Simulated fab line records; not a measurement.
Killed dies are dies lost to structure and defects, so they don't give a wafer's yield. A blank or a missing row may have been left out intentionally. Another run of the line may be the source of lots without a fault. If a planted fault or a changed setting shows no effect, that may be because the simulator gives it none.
What tool caused it? :: flow nand-harc :: Sampling: 24 lots, 72 wafers, 4 of 1302 route steps

== WHAT EACH GAUGE READ, for each wafer ==
NHARC_P_GATE_CD_MEAS_11: target cd 1640 nm.
lot: L074
measured: day 4 07:22
on: cd-sem-03
cd-nm (nm): 1639.7 1640.0 1638.9

lot: L075
measured: day 4 23:49
on: cd-sem-02
cd-nm (nm): 1641.7 1640.8 1641.5

lot: L077
measured: day 5 13:26
on: cd-sem-03
cd-nm (nm): 1639.9 1638.3 1638.2

lot: L076
measured: day 5 13:35
on: cd-sem-01
cd-nm (nm): 1640.0 1640.3 1640.0

lot: L078
measured: day 6 01:54
on: cd-sem-01
cd-nm (nm): 1640.4 1641.4 1641.4

lot: L079
measured: day 6 16:59
on: cd-sem-02
cd-nm (nm): 1640.7 1640.5 1640.9

lot: L080
measured: day 6 21:46
on: cd-sem-01
cd-nm (nm): 1640.3 1640.5 1640.0

lot: L081
measured: day 7 03:36
on: cd-sem-03
cd-nm (nm): 1640.2 1640.2 1639.4

lot: L082
measured: day 7 23:31
on: cd-sem-02
cd-nm (nm): 1637.9 1641.3 1638.5

lot: L083
measured: day 7 23:32
on: cd-sem-01
cd-nm (nm): 1638.4 1638.9 1640.2

lot: L084
measured: day 8 17:09
on: cd-sem-01
cd-nm (nm): 1638.4 1640.9 1639.2

lot: L085
measured: day 9 05:16
on: cd-sem-02
cd-nm (nm): 1638.0 1639.1 1639.2

lot: L086
measured: day 9 10:10
on: cd-sem-02
cd-nm (nm): 1638.8 1640.5 1640.6

lot: L088
measured: day 10 11:55
on: cd-sem-03
cd-nm (nm): 1640.5 1640.1 1640.1

lot: L087
measured: day 10 12:05
on: cd-sem-01
cd-nm (nm): 1641.4 1640.3 1640.4

lot: L089
measured: day 10 12:07
on: cd-sem-03
cd-nm (nm): 1639.0 1639.2 1639.7

lot: L090
measured: day 11 02:08
on: cd-sem-02
cd-nm (nm): 1641.6 1640.7 1638.7

lot: L091
measured: day 11 14:53
on: cd-sem-02
cd-nm (nm): 1642.3 1639.5 1641.7

lot: L092
measured: day 11 20:33
on: cd-sem-02
cd-nm (nm): 1641.0 1639.9 1641.8

lot: L094
measured: day 12 12:14
on: cd-sem-02
cd-nm (nm): 1639.6 1637.9 1638.8

lot: L093
measured: day 12 12:25
on: cd-sem-03
cd-nm (nm): 1641.7 1641.2 1640.7

lot: L095
measured: day 12 22:25
on: cd-sem-03
cd-nm (nm): 1639.9 1640.7 1639.2

lot: L096
measured: day 13 09:52
on: cd-sem-01
cd-nm (nm): 1638.3 1640.7 1640.0

lot: L097
measured: day 14 00:17
on: cd-sem-01
cd-nm (nm): 1639.2 1639.0 1639.6

NHARC_P_GATE_CD_MEAS_26: target cd 120 nm.
lot: L074
measured: day 4 23:08
on: cd-sem-01
cd-nm (nm): 119.3 119.3 119.4

lot: L075
measured: day 5 14:29
on: cd-sem-02
cd-nm (nm): 120.4 119.9 120.2

lot: L077
measured: day 6 06:24
on: cd-sem-02
cd-nm (nm): 120.5 121.0 120.8

lot: L076
measured: day 6 06:05
on: cd-sem-03
cd-nm (nm): 120.6 120.8 120.3

lot: L078
measured: day 6 18:00
on: cd-sem-03
cd-nm (nm): 120.2 120.6 120.3

lot: L079
measured: day 7 07:19
on: cd-sem-03
cd-nm (nm): 120.1 119.8 119.7

lot: L080
measured: day 7 12:32
on: cd-sem-02
cd-nm (nm): 120.2 119.9 119.7

lot: L081
measured: day 7 17:26
on: cd-sem-03
cd-nm (nm): 119.7 120.3 120.3

lot: L082
measured: day 8 13:33
on: cd-sem-01
cd-nm (nm): 119.8 119.6 119.7

lot: L083
measured: day 8 14:12
on: cd-sem-02
cd-nm (nm): 120.2 119.7 119.4

lot: L084
measured: day 9 06:53
on: cd-sem-03
cd-nm (nm): 119.8 119.9 119.6

lot: L085
measured: day 9 20:55
on: cd-sem-03
cd-nm (nm): 119.6 119.1 120.0

lot: L086
measured: day 10 04:53
on: cd-sem-03
cd-nm (nm): 119.8 119.4 120.1

lot: L088
measured: day 11 03:49
on: cd-sem-01
cd-nm (nm): 119.3 119.4 119.7

lot: L087
measured: day 11 04:17
on: cd-sem-01
cd-nm (nm): 120.1 119.1 119.6

lot: L089
measured: day 11 03:40
on: cd-sem-01
cd-nm (nm): 119.5 120.4 119.7

lot: L090
measured: day 11 18:16
on: cd-sem-02
cd-nm (nm): 120.9 120.1 120.3

lot: L091
measured: day 12 05:05
on: cd-sem-02
cd-nm (nm): 119.2 120.1 119.8

lot: L092
measured: day 12 10:53
on: cd-sem-02
cd-nm (nm): 120.0 119.0 120.0

lot: L094
measured: day 13 02:05
on: cd-sem-01
cd-nm (nm): 118.8 119.5 120.0

lot: L093
measured: day 13 02:28
on: cd-sem-01
cd-nm (nm): 120.4 120.0 119.9

lot: L095
measured: day 13 14:20
on: cd-sem-02
cd-nm (nm): 119.9 119.9 120.0

lot: L096
measured: day 14 03:29
on: cd-sem-02
cd-nm (nm): 119.9 120.1 119.8

lot: L097
measured: day 14 17:13
on: cd-sem-01
cd-nm (nm): 120.7 120.8 120.5

NHARC_P_CONTACT_OVL_MEAS_13.
lot: L074
measured: day 5 19:34
on: overlay-02
overlay-x-nm (nm): 0.1 0.4 0.1
overlay-y-nm (nm): 0.0 -0.4 -0.6

lot: L075
measured: day 6 11:04
on: overlay-02
overlay-x-nm (nm): -0.4 -0.2 -0.5
overlay-y-nm (nm): 0.8 0.6 0.7

lot: L077
measured: day 7 02:22
on: overlay-02
overlay-x-nm (nm): -0.2 -0.5 0.0
overlay-y-nm (nm): 0.5 0.2 0.8

lot: L076
measured: day 7 04:53
on: overlay-02
overlay-x-nm (nm): -0.5 -1.4 -0.4
overlay-y-nm (nm): -0.1 -0.3 -0.8

lot: L078
measured: day 7 14:34
on: overlay-01
overlay-x-nm (nm): -1.6 -1.1 -1.1
overlay-y-nm (nm): -0.3 -0.5 -0.3

lot: L079
measured: day 8 03:28
on: overlay-02
overlay-x-nm (nm): -0.1 0.0 0.4
overlay-y-nm (nm): -0.5 -0.4 -0.4

lot: L080
measured: day 8 08:45
on: overlay-01
overlay-x-nm (nm): 0.8 0.8 1.0
overlay-y-nm (nm): 0.8 0.4 0.2

lot: L081
measured: day 8 13:20
on: overlay-01
overlay-x-nm (nm): 0.3 0.2 1.0
overlay-y-nm (nm): -0.8 -1.8 -1.0

lot: L082
measured: day 9 09:44
on: overlay-02
overlay-x-nm (nm): 0.2 0.6 1.1
overlay-y-nm (nm): -0.1 0.0 -0.6

lot: L083
measured: day 9 10:47
on: overlay-01
overlay-x-nm (nm): 0.3 0.5 0.1
overlay-y-nm (nm): 2.0 1.9 1.8

lot: L084
measured: day 10 03:17
on: overlay-01
overlay-x-nm (nm): 0.3 0.0 1.0
overlay-y-nm (nm): 0.4 -0.2 0.0

lot: L085
measured: day 10 16:57
on: overlay-02
overlay-x-nm (nm): 0.1 0.4 0.4
overlay-y-nm (nm): -1.9 -1.6 -1.3

lot: L086
measured: day 11 01:04
on: overlay-01
overlay-x-nm (nm): -0.2 -0.2 -0.1
overlay-y-nm (nm): 0.7 0.5 0.5

lot: L088
measured: day 12 01:49
on: overlay-02
overlay-x-nm (nm): 0.2 0.2 0.1
overlay-y-nm (nm): -0.4 -0.3 0.4

lot: L087
measured: day 12 00:57
on: overlay-01
overlay-x-nm (nm): -1.1 -1.6 -1.4
overlay-y-nm (nm): 0.1 0.9 0.6

lot: L089
measured: day 12 01:25
on: overlay-01
overlay-x-nm (nm): -0.4 -0.4 -0.9
overlay-y-nm (nm): -0.4 0.2 0.3

lot: L090
measured: day 12 14:25
on: overlay-02
overlay-x-nm (nm): 1.3 1.0 0.8
overlay-y-nm (nm): 0.5 0.1 0.4

lot: L091
measured: day 13 01:04
on: overlay-02
overlay-x-nm (nm): -0.5 0.1 -0.3
overlay-y-nm (nm): 0.5 0.4 -0.2

lot: L092
measured: day 13 07:25
on: overlay-01
overlay-x-nm (nm): 0.3 -0.4 0.7
overlay-y-nm (nm): -0.5 -0.1 -0.3

lot: L094
measured: day 13 22:45
on: overlay-02
overlay-x-nm (nm): 1.0 1.3 0.7
overlay-y-nm (nm): 1.0 1.0 0.7

lot: L093
measured: day 13 23:08
on: overlay-01
overlay-x-nm (nm): -0.2 0.2 0.0
overlay-y-nm (nm): -0.1 -0.1 0.0

lot: L095
measured: day 14 10:26
on: overlay-02
overlay-x-nm (nm): 1.3 0.1 0.8
overlay-y-nm (nm): -0.3 -0.4 -0.3

lot: L096
measured: day 14 23:52
on: overlay-01
overlay-x-nm (nm): -0.2 0.0 -0.6
overlay-y-nm (nm): -0.1 0.5 0.6

lot: L097
measured: day 15 13:35
on: overlay-02
overlay-x-nm (nm): -0.7 -0.3 -0.4
overlay-y-nm (nm): -0.7 -0.4 -0.3

== TOOL THAT RAN EACH LOT (tool first, then ch and the chambers of the sampled wafers, then the start) ==
lot: L074
NHARC_P_CONTACT_DEP_00: pecvd-04 ch 0,1,2, day 5 19:34 or earlier

lot: L075
NHARC_P_CONTACT_DEP_00: pecvd-03 ch 1,2, day 6 11:04 or earlier

lot: L077
NHARC_P_CONTACT_DEP_00: pecvd-03 ch 0,2, day 7 02:22 or earlier

lot: L076
NHARC_P_CONTACT_DEP_00: pecvd-04 ch 1,2, day 7 04:53 or earlier

lot: L078
NHARC_P_CONTACT_DEP_00: pecvd-03 ch 0,1, day 7 13:12

lot: L079
NHARC_P_CONTACT_DEP_00: pecvd-04 ch 0,1, day 8 01:57

lot: L080
NHARC_P_CONTACT_DEP_00: pecvd-03 ch 0,1,2, day 8 08:45 or earlier

lot: L081
NHARC_P_CONTACT_DEP_00: pecvd-04 ch 0,1, day 8 13:20 or earlier

lot: L082
NHARC_P_CONTACT_DEP_00: pecvd-02 ch 0,1,2, day 9 09:44 or earlier

lot: L083
NHARC_P_CONTACT_DEP_00: pecvd-03 ch 0,1, day 9 10:47 or earlier

lot: L084
NHARC_P_CONTACT_DEP_00: pecvd-03 ch 0,1,2, day 10 03:17 or earlier

lot: L085
NHARC_P_CONTACT_DEP_00: pecvd-04 ch 0,1, day 10 16:57 or earlier

lot: L086
NHARC_P_CONTACT_DEP_00: pecvd-03 ch 0,1,2, day 11 01:04 or earlier

lot: L088
NHARC_P_CONTACT_DEP_00: pecvd-04 ch 0,1, day 12 01:49 or earlier

lot: L087
NHARC_P_CONTACT_DEP_00: pecvd-02 ch 1,2, day 12 00:57 or earlier

lot: L089
NHARC_P_CONTACT_DEP_00: pecvd-03 ch 0,1, day 12 01:25 or earlier

lot: L090
NHARC_P_CONTACT_DEP_00: pecvd-02 ch 0,2, day 12 14:25 or earlier

lot: L091
NHARC_P_CONTACT_DEP_00: pecvd-02 ch 1,2, day 13 01:04 or earlier

lot: L092
NHARC_P_CONTACT_DEP_00: pecvd-03 ch 0,1,2, day 13 07:25 or earlier

lot: L094
NHARC_P_CONTACT_DEP_00: pecvd-03 ch 0,1,2, day 13 22:45 or earlier

lot: L093
NHARC_P_CONTACT_DEP_00: pecvd-02 ch 0,1,2, day 13 23:08 or earlier

lot: L095
NHARC_P_CONTACT_DEP_00: pecvd-04 ch 0,1,2, day 14 10:26 or earlier

lot: L096
NHARC_P_CONTACT_DEP_00: pecvd-02 ch 0,1,2, day 14 23:52 or earlier

lot: L097
NHARC_P_CONTACT_DEP_00: pecvd-02 ch 0,1,2, day 15 13:35 or earlier
- NHARC_P_CONTACT_DEP_00: deposits SiO2, target thk 500 nm.

== AS READ BY THE TOOLS THEMSELVES (means over the sampled wafers that have a number; for cases with no such wafer, the mark the record gives instead) ==
NHARC_P_CONTACT_DEP_00.
lot: L074
tool: pecvd-04
heater-power-w (W): 655
throttle-valve-pct (%): 16.3

lot: L075
tool: pecvd-03
heater-power-w (W): 579
throttle-valve-pct (%): 15.9

lot: L077
tool: pecvd-03
heater-power-w (W): 488
throttle-valve-pct (%): 15.8

lot: L076
tool: pecvd-04
heater-power-w (W): 656
throttle-valve-pct (%): 16.2

lot: L078
tool: pecvd-03
heater-power-w (W): 505
throttle-valve-pct (%): 16.6

lot: L079
tool: pecvd-04
heater-power-w (W): 706
throttle-valve-pct (%): 16.4

lot: L080
tool: pecvd-03
heater-power-w (W): 547
throttle-valve-pct (%): 15.9

lot: L081
tool: pecvd-04
heater-power-w (W): 719
throttle-valve-pct (%): 16.3

lot: L082
tool: pecvd-02
heater-power-w (W): 544
throttle-valve-pct (%): 16.1

lot: L083
tool: pecvd-03
heater-power-w (W): 434
throttle-valve-pct (%): 15.8

lot: L084
tool: pecvd-03
heater-power-w (W): 564
throttle-valve-pct (%): 15.9

lot: L085
tool: pecvd-04
heater-power-w (W): 734
throttle-valve-pct (%): 16.4

lot: L086
tool: pecvd-03
heater-power-w (W): 586
throttle-valve-pct (%): 15.9

lot: L088
tool: pecvd-04
heater-power-w (W): 686
throttle-valve-pct (%): 16.6

lot: L087
tool: pecvd-02
heater-power-w (W): 540
throttle-valve-pct (%): 15.5

lot: L089
tool: pecvd-03
heater-power-w (W): 493
throttle-valve-pct (%): 15.9

lot: L090
tool: pecvd-02
heater-power-w (W): 577
throttle-valve-pct (%): 16.6

lot: L091
tool: pecvd-02
heater-power-w (W): 536
throttle-valve-pct (%): 15.9

lot: L092
tool: pecvd-03
heater-power-w (W): 596
throttle-valve-pct (%): 16.0

lot: L094
tool: pecvd-03
heater-power-w (W): 606
throttle-valve-pct (%): 15.9

lot: L093
tool: pecvd-02
heater-power-w (W): 548
throttle-valve-pct (%): 16.2

lot: L095
tool: pecvd-04
heater-power-w (W): 649
throttle-valve-pct (%): 16.1

lot: L096
tool: pecvd-02
heater-power-w (W): 557
throttle-valve-pct (%): 16.1

lot: L097
tool: pecvd-02
heater-power-w (W): 475
throttle-valve-pct (%): 16.3

== THE ANSWER, worked out from the rows above alone ==
Rule: the lots themselves supply what counts as usual. Put in order of their means at a reading, lots are off if they are a third of the lots or fewer, leave a main group of 4 or more, and stand apart from it by a gap of 3 or more times the standard deviation of the main group's means; of several such gaps the widest counts. A main group whose means are all the same, to the digits that the tables above print for the reading, isn't used. A lot without any number at a reading at which 4 lots or more have one is off too. Where the step has rows for the other lots, those lots are counted as sound. After the gauges, taken in route order, come the tools' own readings; for these a lot's mean is taken, as printed above. The first step at which some lot is off is used, and at that step the reading that is off furthest; a lot without a number counts as furthest.
No lot is off on any of the readings shown, so nothing can be concluded from this.

== WHAT THE SIMULATOR PUT IN ==
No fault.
